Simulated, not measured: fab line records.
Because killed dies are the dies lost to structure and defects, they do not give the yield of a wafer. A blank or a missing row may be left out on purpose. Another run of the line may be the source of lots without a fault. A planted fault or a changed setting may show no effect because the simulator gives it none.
Check of tool commonality | flow n5Finfet | 9 lots, 27 wafers sampled

REASON IT WAS OPENED
On 3 of the 9 lots, a flag is raised at N5_HKMG_FIN_CD_MEAS_49 on the reading cdNm. No-fault wafers: 202.1 nm, standard deviation 0.54.
Rule: a lot is flagged when every wafer of it that has a number lies more than 4 standard deviations from that mean, or none has a number. As for the other lots, they are considered sound.

lot  | measured    | on       | cdNm (nm), wafer by wafer | flag
L932 | day 4 22:32 | cdSem-03 | 201.7 201.9 202.2         | 
L937 | day 6 10:43 | cdSem-02 | 202.6 202.4 202.2         | 
L940 | day 7 00:35 | cdSem-02 | 206.2 205.7 205.9         | FLAGGED
L941 | day 7 05:11 | cdSem-01 | 205.1 205.4 205.0         | FLAGGED
L942 | day 7 14:35 | cdSem-03 | 205.2 205.2 204.9         | FLAGGED
L946 | day 8 11:14 | cdSem-02 | 201.8 202.2 202.4         | 
L948 | day 9 05:11 | cdSem-01 | 202.8 202.2 202.5         | 
L949 | day 9 06:32 | cdSem-01 | 201.7 201.9 201.8         | 
L950 | day 9 22:58 | cdSem-03 | 202.2 202.1 202.0         | 
The numbers of the flagged lots are 205.4 nm on average: +3.3 nm against the usual, or +6 standard deviations.

TOOL THAT RAN EACH LOT
Before the reading, the record contains 3 process steps out of a 1938-step route. Read each cell as the tool, then ch plus the chambers that the sampled wafers visited, then the start.
lot  | flag    | N5_SDB_ETCH_17                   | N5_HKMG_FIN_ALD_75             | N5_HKMG_FIN_EXPOSE_46
L932 |         | rieDiel-06 ch 0,1,2, day 4 16:43 | aldHk-01 ch 0,3, day 4 22:04   | arfiScanner-03 ch 0, day 4 22:25
L937 |         | rieDiel-02 ch 0,3, day 6 05:18   | aldHk-01 ch 0,1, day 6 10:14   | arfiScanner-03 ch 0, day 6 10:35
L940 | FLAGGED | rieDiel-06 ch 0,1,3, day 6 18:38 | aldHk-02 ch 0,1,3, day 7 00:07 | arfiScanner-03 ch 0, day 7 00:28
L941 | FLAGGED | rieDiel-05 ch 1,2,3, day 6 23:05 | aldHk-01 ch 1,2,3, day 7 04:51 | arfiScanner-03 ch 0, day 7 05:04
L942 | FLAGGED | rieDiel-06 ch 0,2, day 7 08:46   | aldHk-03 ch 1,3, day 7 14:15   | arfiScanner-03 ch 0, day 7 14:29
L946 |         | rieDiel-05 ch 1,2,3, day 8 05:47 | aldHk-03 ch 0,1,2, day 8 10:46 | arfiScanner-01 ch 0, day 8 11:07
L948 |         | rieDiel-06 ch 0,2,3, day 8 23:25 | aldHk-01 ch 0,3, day 9 04:51   | arfiScanner-01 ch 0, day 9 05:04
L949 |         | rieDiel-06 ch 0,1,2, day 9 01:01 | aldHk-02 ch 0,1, day 9 06:04   | arfiScanner-02 ch 0, day 9 06:25
L950 |         | rieDiel-06 ch 1,2, day 9 17:04   | aldHk-01 ch 1,2,3, day 9 22:29 | arfiScanner-01 ch 0, day 9 22:51
What these steps do:
- N5_SDB_ETCH_17: etches SiARC in CF4, target depth 23.4 nm, time 39 s.
- N5_HKMG_FIN_ALD_75: deposits Al2O3, target thk 1 nm, co reactant pulse time 1 s.
- N5_HKMG_FIN_EXPOSE_46: exposes mask NDIPOLE.
- N5_HKMG_FIN_CD_MEAS_49: target cd 202 nm.

FLAGGED AGAINST TOTAL, ONE TOOL AT A TIME (gauges that did the reading follow at the end)
step                   | tool           | lots run | flagged | share of the flagged lots | sound lots run after its first flagged lot
N5_SDB_ETCH_17         | rieDiel-02     | 1        | 0       | none                      | -
N5_SDB_ETCH_17         | rieDiel-05     | 2        | 1       | some                      | 1 (L946)
N5_SDB_ETCH_17         | rieDiel-06     | 6        | 2       | some                      | 3 (L948,L949,L950)
N5_HKMG_FIN_ALD_75     | aldHk-01       | 5        | 1       | some                      | 2 (L948,L950)
N5_HKMG_FIN_ALD_75     | aldHk-02       | 2        | 1       | some                      | 1 (L949)
N5_HKMG_FIN_ALD_75     | aldHk-03       | 2        | 1       | some                      | 1 (L946)
N5_HKMG_FIN_EXPOSE_46  | arfiScanner-01 | 3        | 0       | none                      | -
N5_HKMG_FIN_EXPOSE_46  | arfiScanner-02 | 1        | 0       | none                      | -
N5_HKMG_FIN_EXPOSE_46  | arfiScanner-03 | 5        | 3       | all                       | 0
N5_HKMG_FIN_CD_MEAS_49 | cdSem-01       | 3        | 1       | some                      | 2 (L948,L949)
N5_HKMG_FIN_CD_MEAS_49 | cdSem-02       | 3        | 1       | some                      | 1 (L946)
N5_HKMG_FIN_CD_MEAS_49 | cdSem-03       | 3        | 1       | some                      | 1 (L950)

WHAT IS ALLOWED BY THE TABLE
Rows of the table that ran each flagged lot: 1, that is arfiScanner-03 at N5_HKMG_FIN_EXPOSE_46.
- arfiScanner-03 at N5_HKMG_FIN_EXPOSE_46: 3 of its 5 lots flagged. A fault beginning between L937 (day 6 10:35), its last sound lot, and L940 (day 7 00:28), its first flagged one, fits the data. Its own readings lie more than 4 standard deviations out on every wafer of the flagged lots: exposureDoseMJCm2.
Just one tool remains: arfiScanner-03 at N5_HKMG_FIN_EXPOSE_46.

WHAT WAS PUT IN BY THE SIMULATOR
Drift in process parameters on arfiScanner-03 at N5_HKMG_FIN_EXPOSE_46, starting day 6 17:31. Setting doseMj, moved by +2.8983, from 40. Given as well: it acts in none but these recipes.
Struck lots among those shown: L940, L941, L942. The rule given above showed the same thing.
